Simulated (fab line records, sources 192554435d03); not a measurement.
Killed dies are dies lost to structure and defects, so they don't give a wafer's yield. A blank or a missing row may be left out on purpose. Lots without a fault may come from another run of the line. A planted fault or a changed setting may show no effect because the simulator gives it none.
fab line records | flow n5_finfet
record lots=6 wafers=18 last_day=21
route steps=1938 shown BEOL_M3@988 BEOL_M4@1111 PASSIVATION@1936
lots that met no fault: from a run of the same line without faults
start_h: hours from the record's first day to the start of the lot's first wafer shown | wait_h: hours since the lot's step before | " the same as in the row above | L1.1+2: a row that stands for several wafers | - no value, or no start given | * or withheld: withheld | < > ~ a bound
route shown NAME@n: a module of which the file shows steps, and the number in the route of the first | usual: mean/standard deviation of fault-free wafers | same: alike in all rows | chamber/n: place in a boat | sites: the reading at each site | _std_site: their standard deviation | _edge_site: outer sites' mean less inner sites' | radius_mm: how far each site lies from the wafer's centre | mask NAME#n: copy n | behind: the tool/chamber that last shaped the wafer | hold: why the lot was held/for how many hours/how that ended | device: the transistor (n, p or np) that didn't switch | end of line: the same wafers' tests at the end of the route | a step without rows: its recipe alone | killed: dies lost to structure and defects at the first sort, not the wafer's yield | map: a wafer's dies, x killed, . not, _ none there
set.NAME: the setting as run; set.NAME@STEP: as run at that earlier step | model.NAME: the simulator's own value behind a step, which no gauge read
lots at some steps of the route; a table a step, a row a wafer
services: from which hour (start_h, from the record's first day; less than 0 if before it) a tool's chamber was out of use, for how many hours, and why
## steps
# step N5_BEOL_M3_CD_MEAS_35
# recipe target_cd_nm=18 target_cd_y_nm=21 polarity=opening
# usual cd_nm=17.8/0.48
# columns lot.wafer tool chamber start_h wait_h cd_nm
L478.1 cd_sem-03 - 235.67 0.0 16.8
L478.3 " - " " 17.6
L478.6 " - " " 17.2
L479.1 cd_sem-01 - 250.26 0.0 18.1
L479.2 " - " " 16.8
L479.4 " - " " 17.0
L490.1 cd_sem-03 - 330.56 0.0 18.7
L490.4 " - " " 17.3
L490.6 " - " " 18.0
L492.1 cd_sem-03 - 334.04 0.0 18.1
L492.5 " - " " 18.4
L492.6 " - " " 18.1
L494.3 cd_sem-03 - 346.00 0.0 18.1
L494.4 " - " " 17.3
L494.6 " - " " 17.8
L495.1 cd_sem-02 - 370.24 0.0 18.0
L495.2 " - " " 19.2
L495.3 " - " " 18.3
# step N5_BEOL_M3_DEGAS_44
# recipe ambient=vacuum temp_c=250 time_s=60
# step N5_BEOL_M3_PRE_CLEAN_45
# recipe gas=H2/He time_s=30 temp_c=250
# usual heater_power_w=315/29
# same time_s=30
# columns lot.wafer tool chamber start_h wait_h heater_power_w
L478.1 pvd_sputter-01 - 236.06 0.0 364
L478.3 " - " " 297
L478.6 " - " " 319
L479.1 pvd_sputter-02 - 250.73 0.0 300
L479.2 " - " " 343
L479.4 " - " " 285
L490.1 pvd_sputter-01 - 331.01 0.0 347
L490.4 " - " " 373
L490.6 " - " " 324
L492.1 pvd_sputter-03 - 334.48 0.0 322
L492.5 " - " " 266
L492.6 " - " " 307
L494.3 pvd_sputter-01 - 346.25 0.0 293
L494.4 " - " " 367
L494.6 " - " " 292
L495.1 pvd_sputter-02 - 371.02 0.0 307
L495.2 " - " " 276
L495.3 " - " " 279
# step N5_BEOL_M3_ALD_84
# recipe material=TaN target_thk_a=* temp_c=275 ald_precursor_family=PDMAT ald_co_reactant=NH3 pressure_torr=3 carrier_flow_sccm=1500 pulse_time_s=2 purge_time_s=3 co_reactant_purge_time_s=2 co_reactant_pulse_time_s=3 ald_cycles=30 precursor_vessel_temp_c=75 precursor_vessel_pressure_torr=26.25 precursor_vessel_carrier_sccm=1000
# step N5_BEOL_M3_SURFACE_TREAT_85
# recipe gas=Ar time_s=* ion_energy_ev=* ion_current_ma_cm2=0.5 pressure_mtorr=* ar_flow_sccm=30
# step N5_BEOL_M3_CVD_47
# recipe material=Co target_thk_a=30 temp_c=withheld precursor=CCTBA/H2 pressure_torr=30 time_s=223.8
# step N5_BEOL_M3_SPUTTER_48
# recipe material=Cu target_thk_a=45 temp_c=-20 chamber_pressure_pa=0.07 power_w=withheld time_s=8.29
# usual chamber_pressure_pa=0.06999/0.00014 chuck_gas_flow_sccm=1.26/0.05 chuck_sensor_temp_C=-16.1/0.46 substrate_temp_c=-20.01/0.1 throttle_valve_pct=29.9/0.72
# same time_s=8.29
# columns lot.wafer tool chamber start_h wait_h chamber_pressure_pa chuck_gas_flow_sccm chuck_sensor_temp_C substrate_temp_c throttle_valve_pct
L478.1 pvd_sputter-02 - 236.61 0.1 0.06991 1.32 -15.6 -20.03 29.8
L478.3 " - " " 0.06982 1.23 -16.1 -19.90 29.4
L478.6 " - " " 0.06989 1.24 -15.7 -20.02 30.5
L479.1 pvd_sputter-01 - 251.36 0.1 0.07014 1.22 -16.3 -19.89 29.5
L479.2 " - " " 0.06978 1.20 -16.2 -20.01 29.8
L479.4 " - " " 0.06998 1.23 -15.4 -20.06 29.5
L490.1 pvd_sputter-02 - 332.24 0.5 0.07007 1.25 -16.2 -19.92 29.9
L490.4 " - " " 0.07012 1.19 -15.6 -19.97 30.7
L490.6 " - " " 0.0702 1.31 -15.6 -20.08 30.7
L492.1 pvd_sputter-03 - 335.12 0.2 0.06988 1.27 -16.5 -20.07 28.8
L492.5 " - " " 0.07002 1.24 -16.9 -20.09 31.4
L492.6 " - " " 0.06994 1.24 -16.5 -20.03 29.4
L494.3 pvd_sputter-01 - 347.01 0.1 0.06977 1.16 -16.4 -20.03 29.4
L494.4 " - " " 0.06993 1.17 -15.5 -20.08 29.6
L494.6 " - " " 0.06982 1.24 -16.5 -20.04 29.7
L495.1 pvd_sputter-02 - 372.36 0.4 0.0701 1.23 -15.4 -19.91 30.6
L495.2 " - " " 0.07018 1.29 -16.1 -20.17 29.5
L495.3 " - " " 0.07004 1.25 -15.9 -19.83 29.4
# step N5_BEOL_M3_ANNEAL_49
# recipe temp_c=400 time_s=240 ambient=vacuum
# usual heater_power_w=777/71
# same time_s=240
# columns lot.wafer tool chamber start_h wait_h heater_power_w
L478.1 pvd_sputter-02 - 236.69 0.0 777
L478.3 " - " " 704
L478.6 " - " " 864
L479.1 pvd_sputter-01 - 251.44 0.0 783
L479.2 " - " " 935
L479.4 " - " " 857
L490.1 pvd_sputter-02 - 332.32 0.0 703
L490.4 " - " " 844
L490.6 " - " " 859
L492.1 pvd_sputter-03 - 335.20 0.0 659
L492.5 " - " " 803
L492.6 " - " " 754
L494.3 pvd_sputter-01 - 347.09 0.0 788
L494.4 " - " " 835
L494.6 " - " " 781
L495.1 pvd_sputter-02 - 372.44 0.0 854
L495.2 " - " " 690
L495.3 " - " " 694
# step N5_BEOL_M3_SPUTTER_79
# recipe material=Cu target_thk_a=45 temp_c=-20 chamber_pressure_pa=0.07 power_w=withheld time_s=8.29
# step N5_BEOL_M3_ANNEAL_80
# recipe temp_c=400 time_s=240 ambient=vacuum
# step N5_BEOL_M3_SPUTTER_81
# recipe material=Cu target_thk_a=45 temp_c=-20 chamber_pressure_pa=0.07 power_w=withheld time_s=8.29
# usual chamber_pressure_pa=0.07001/0.00015 chuck_gas_flow_sccm=1.26/0.055 chuck_sensor_temp_C=-16.1/0.46 substrate_temp_c=-20.01/0.11 throttle_valve_pct=29.9/0.72
# same time_s=8.29
# columns lot.wafer tool chamber start_h wait_h chamber_pressure_pa chuck_gas_flow_sccm chuck_sensor_temp_C substrate_temp_c throttle_valve_pct
L478.1 pvd_sputter-02 - 237.05 0.1 0.06995 1.25 -15.5 -19.73 29.7
L478.3 " - " " 0.07027 1.19 -16.1 -19.96 29.2
L478.6 " - " " 0.0699 1.21 -15.5 -19.90 30.3
L479.1 pvd_sputter-01 - 251.80 0.1 0.06984 1.25 -16.5 -19.85 29.3
L479.2 " - " " 0.06986 1.33 -15.9 -19.99 29.7
L479.4 " - " " 0.07007 1.33 -15.5 -20.17 29.5
L490.1 pvd_sputter-02 - 332.68 0.1 0.06996 1.33 -16.3 -19.97 29.5
L490.4 " - " " 0.0698 1.21 -15.4 -19.91 30.6
L490.6 " - " " 0.06981 1.25 -15.6 -20.03 30.6
L492.1 pvd_sputter-03 - 335.56 0.1 0.06995 1.26 -16.5 -20.25 28.9
L492.5 " - " " 0.07022 1.21 -16.8 -19.97 31.4
L492.6 " - " " 0.07026 1.20 -16.5 -19.90 29.6
L494.3 pvd_sputter-01 - 347.45 0.1 0.07013 1.14 -16.3 -20.03 29.2
L494.4 " - " " 0.07011 1.27 -15.3 -19.94 29.6
L494.6 " - " " 0.07002 1.35 -16.4 -20.06 29.6
L495.1 pvd_sputter-02 - 372.80 0.1 0.07013 1.17 -15.5 -20.14 30.5
L495.2 " - " " 0.06996 1.10 -16.4 -20.06 29.4
L495.3 " - " " 0.07006 1.26 -16.0 -19.83 29.4
# step N5_BEOL_M3_ANNEAL_82
# recipe temp_c=400 time_s=240 ambient=vacuum
# usual heater_power_w=777/72
# same time_s=240
# columns lot.wafer tool chamber start_h wait_h heater_power_w
L478.1 pvd_sputter-02 - 237.13 0.0 765
L478.3 " - " " 696
L478.6 " - " " 859
L479.1 pvd_sputter-01 - 251.88 0.0 768
L479.2 " - " " 898
L479.4 " - " " 865
L490.1 pvd_sputter-02 - 332.76 0.0 701
L490.4 " - " " 853
L490.6 " - " " 858
L492.1 pvd_sputter-03 - 335.64 0.0 669
L492.5 " - " " 799
L492.6 " - " " 754
L494.3 pvd_sputter-01 - 347.53 0.0 799
L494.4 " - " " 872
L494.6 " - " " 787
L495.1 pvd_sputter-02 - 372.88 0.0 879
L495.2 " - " " 689
L495.3 " - " " 693
# step N5_BEOL_M3_SPUTTER_86
# recipe material=Cu target_thk_a=45 temp_c=-20 chamber_pressure_pa=0.07 power_w=withheld time_s=8.29
# usual chamber_pressure_pa=0.07/0.00015 chuck_gas_flow_sccm=1.26/0.056 chuck_sensor_temp_C=-16.1/0.46 substrate_temp_c=-20.02/0.11 throttle_valve_pct=29.9/0.71 time_s=8.29/0
# columns lot.wafer tool chamber start_h wait_h chamber_pressure_pa chuck_gas_flow_sccm chuck_sensor_temp_C substrate_temp_c throttle_valve_pct time_s
L478.1 pvd_sputter-02 - 237.27 0.1 0.06999 1.22 -15.5 -20.02 29.9 8.29
L478.3 " - " " 0.07017 1.21 -16.0 -20.15 29.6 8.29
L478.6 " - " " 0.0701 1.16 -15.5 -19.91 30.5 8.29
L479.1 pvd_sputter-01 - 252.02 0.1 0.06993 1.29 -16.5 -20.08 29.1 8.29
L479.2 " - " " 0.06992 1.29 -16.0 -20.21 29.7 8.29
L479.4 " - " " 0.07002 1.23 -15.4 -20.04 29.4 8.29
L490.1 pvd_sputter-02 - 332.90 0.1 - - - - - -
L490.4 " - " " - - - - - -
L490.6 " - " " - - - - - -
L492.1 pvd_sputter-03 - 335.78 0.1 - - - - - -
L492.5 " - " " - - - - - -
L492.6 " - " " - - - - - -
L494.3 pvd_sputter-01 - 347.67 0.1 0.06975 1.23 -16.5 -20.12 29.3 8.29
L494.4 " - " " 0.0699 1.22 -15.4 -19.76 29.6 8.29
L494.6 " - " " 0.06991 1.26 -16.5 -20.15 29.1 8.29
L495.1 pvd_sputter-02 - 373.02 0.1 0.06995 1.19 -15.6 -20.07 30.8 8.29
L495.2 " - " " 0.07011 1.22 -16.4 -19.87 29.6 8.29
L495.3 " - " " 0.07014 1.27 -15.9 -19.97 29.4 8.29
# step N5_BEOL_M3_ANNEAL_87
# recipe temp_c=400 time_s=240 ambient=vacuum
# step N5_BEOL_M4_RC_MEAS_101
# usual DIBL_N=36.1/2.3 DIBL_P=36/3.2 IOFF_N=0.16/0.045 IOFF_P=0.21/0.049 ION_N=674/14 ION_P=462/8.4 SS_N=71.6/0.83 SS_P=73.2/0.87 VT_N=249/3.8 VT_P=-250/3.4
# columns lot.wafer tool chamber start_h wait_h DIBL_N[mV/V] DIBL_P[mV/V] IOFF_N[nA/um] IOFF_P[nA/um] ION_N[uA/um] ION_P[uA/um] SS_N[mV/dec] SS_P[mV/dec] VT_N[mV] VT_P[mV]
L478.1 prober-02 0 277.54 0.0 35.4 34 0.16 0.17 680 456 71.3 72.7 249 -253
L478.3 " 0 " " 34.4 35 0.15 0.20 681 465 70.9 72.7 247 -251
L478.6 " 0 " " 34.6 35 0.14 0.18 670 453 71.6 72.9 248 -253
L479.1 prober-02 0 310.74 0.0 41.7 42 0.29 0.30 681 461 73.6 75.0 245 -248
L479.2 " 0 " " 37.4 38 0.19 0.23 692 471 71.7 74.3 245 -251
L479.4 " 0 " " 38.4 39 0.21 0.24 676 456 72.8 74.8 247 -251
L490.1 prober-02 0 355.51 0.0 32.8 31 0.12 0.17 675 467 70.1 72.3 249 -251
L490.4 " 0 " " 38.0 37 0.21 0.26 693 476 71.4 73.5 242 -247
L490.6 " 0 " " 34.9 34 0.16 0.22 682 478 70.3 73.2 245 -246
L492.1 prober-02 0 358.67 0.0 37.4 39 0.19 0.23 695 472 72.0 74.2 244 -251
L492.5 " 0 " " 40.1 41 0.24 0.29 685 475 72.7 74.1 244 -246
L492.6 " 0 " " 37.9 39 0.18 0.22 685 469 72.5 73.3 247 -252
L494.3 prober-02 0 364.75 0.3 36.8 34 0.16 0.18 681 461 70.7 73.5 247 -251
L494.4 " 0 " " 34.9 32 0.13 0.17 685 471 70.6 71.9 248 -253
L494.6 " 0 " " 39.1 36 0.19 0.20 686 461 71.7 73.6 248 -251
L495.1 prober-01 0 393.78 0.0 34.9 36 0.14 0.20 675 466 71.4 73.1 251 -250
L495.2 " 0 " " 38.5 40 0.20 0.25 690 463 72.2 73.7 248 -248
L495.3 " 0 " " 39.8 41 0.23 0.28 678 463 73.0 74.4 249 -249
# step N5_PASSIVATION_PROBE_49
# usual defect_limited_yield=90.9/1.6 killed_at_M0_to_M3=37/11 killed_at_M4_up=15/5.6 killed_at_contacts=13/6.4 killed_at_front_end=39/11 killed_at_other=4/3.1 killed_dies=107/19 killed_open=71/14 killed_short=34/7.8 sort_bin_4_leakage=0.01/0.053 sort_bin_5_function=5.3/1 sort_bin_6_memory=3.4/0.72 sort_n_pass=1072/20 sort_yield_pct=90.9/1.7
# same gross_dies=1180 killed_at_back_side=0 sort_bin_8_speed[%]=0
# columns lot.wafer tool chamber start_h wait_h defect_limited_yield[%] killed_at_M0_to_M3 killed_at_M4_up killed_at_contacts killed_at_front_end killed_at_other killed_dies killed_open killed_short sort_bin_4_leakage[%] sort_bin_5_function[%] sort_bin_6_memory[%] sort_n_pass sort_yield_pct[%]
L478.1 prober-02 - 395.28 0.0 92.3 23 18 27 21 2 91 64 25 0 4.3 3.0 1089 92.3
L478.3 prober-02 - 395.38 0.1 93.8 26 14 4 27 2 73 47 23 0 3.1 3.0 1107 93.8
L478.6 prober-02 - 395.53 0.3 92.5 34 15 21 14 4 88 64 21 0 4.6 2.7 1092 92.5
L490.1 prober-02 - 491.52 0.0 89.7 29 18 18 56 1 122 69 48 0 6.7 3.4 1058 89.7
L490.4 prober-02 - 491.67 0.2 89.0 27 17 15 68 3 130 86 36 0 6.9 3.8 1050 89.0
L490.6 prober-02 - 491.77 0.3 91.9 15 20 15 38 7 95 59 32 0 5.6 2.1 1085 91.9
L492.1 prober-01 - 496.17 0.0 89.8 42 13 8 51 6 120 70 42 0 5.8 3.8 1060 89.8
L492.5 prober-01 - 496.37 0.2 91.1 44 8 11 37 5 105 70 30 0 5.5 3.2 1075 91.1
L492.6 prober-01 - 496.42 0.3 89.3 64 13 7 40 2 126 64 53 0 7.3 2.8 1054 89.3
# killed by level:class
L478.1 MOL_CONTACT_COAG:geometric_particle:open=24 BEOL_M4:geometric_particle:open=10 FIN_SAQP:geometric_particle:open=7 BEOL_M0_SAQP:geometric_particle:short=6 BEOL_M0_SAQP:geometric_particle:open=4 STI_FIN_REVEAL:geometric_particle:open=3 MOL_CONTACT_COAG:geometric_particle:short=3 BEOL_M1:geometric_particle:open=3
L478.3 FIN_SAQP:geometric_particle:open=6 STI_FIN_REVEAL:geometric_particle:open=5 BEOL_M0_SAQP:geometric_particle:short=5 BEOL_M4:geometric_particle:open=5 BEOL_M0:geometric_particle:open=4 FIN_SAQP:geometric_particle:short=3 MOL_CONTACT_COAG:geometric_particle:open=3 BEOL_M1:geometric_particle:open=3
L478.6 MOL_CONTACT_COAG:geometric_particle:open=17 BEOL_M4:geometric_particle:open=10 BEOL_M1:geometric_particle:open=7 BEOL_M0_SAQP:geometric_particle:short=7 STI_FIN_REVEAL:geometric_particle:open=4 MOL_CONTACT_COAG:geometric_particle:short=4 BEOL_M0_SAQP:geometric_particle:open=4 FIN_SAQP:geometric_particle:open=3
L490.1 MOL_CONTACT_COAG:geometric_particle:open=16 FIN_SAQP:geometric_particle:short=13 STI_FIN_REVEAL:geometric_particle:open=10 FIN_SAQP:geometric_particle:open=9 BEOL_M0_SAQP:geometric_particle:short=6 BEOL_M1:geometric_particle:open=5 BEOL_M2:geometric_particle:open=5 BEOL_M4:geometric_particle:open=5
L490.4 FIN_SAQP:geometric_particle:open=19 FIN_SAQP:geometric_particle:short=18 BEOL_M4:geometric_particle:open=14 STI_FIN_REVEAL:geometric_particle:open=13 MOL_CONTACT_COAG:geometric_particle:open=12 BEOL_M0_SAQP:geometric_particle:open=6 BEOL_M3:geometric_particle:open=6 DUMMY_GATE:geometric_particle:open=5
L490.6 MOL_CONTACT_COAG:geometric_particle:open=14 BEOL_M4:geometric_particle:open=14 FIN_SAQP:geometric_particle:short=10 FIN_SAQP:geometric_particle:open=8 STI_FIN_REVEAL:geometric_particle:open=7 MIM_BOT:geometric_particle:short=4 BEOL_M3:interface_void_opened=4 BEOL_M2:geometric_particle:open=3
L492.1 STI_FIN_REVEAL:geometric_particle:open=11 FIN_SAQP:geometric_particle:short=9 FIN_SAQP:geometric_particle:open=9 BEOL_M2:geometric_particle:short=8 BEOL_M4:geometric_particle:open=8 BEOL_M1:geometric_particle:open=6 BEOL_M2:geometric_particle:open=6 BEOL_M3:geometric_particle:open=6
L492.5 STI_FIN_REVEAL:geometric_particle:open=11 BEOL_M3:geometric_particle:open=10 BEOL_M0_SAQP:geometric_particle:short=7 BEOL_M0_SAQP:geometric_particle:open=6 BEOL_M1:geometric_particle:open=6 FIN_SAQP:geometric_particle:open=5 MOL_CONTACT_COAG:geometric_particle:open=5 MOL_CONTACT_COAG:geometric_particle:short=5
L492.6 BEOL_M0_SAQP:geometric_particle:short=13 BEOL_M3:geometric_particle:open=11 GATE_CUT:geometric_particle:short=8 BEOL_M2:geometric_particle:short=8 STI_FIN_REVEAL:geometric_particle:open=7 FIN_SAQP:geometric_particle:open=6 FIN_SAQP:geometric_particle:short=6 BEOL_M3:geometric_particle:short=6
## services
# columns tool chamber start_h hours kind
pvd_sputter-03 - 216.35 1.0 repair
## key
first_sign step=N5_BEOL_M3_SPUTTER_86 reading=tool_record direction=missing
effect none on later readings
met_at N5_BEOL_M3_SPUTTER_86
struck_wafers L490.1,L490.4,L490.6,L492.1,L492.5,L492.6
onset_between 237.27 332.90
fault kind=skipped_step_whole tool=pvd_sputter-02,pvd_sputter-03 chamber=- onset_h=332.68 steps=N5_BEOL_M3_SPUTTER_86 scope=struck_lots_only
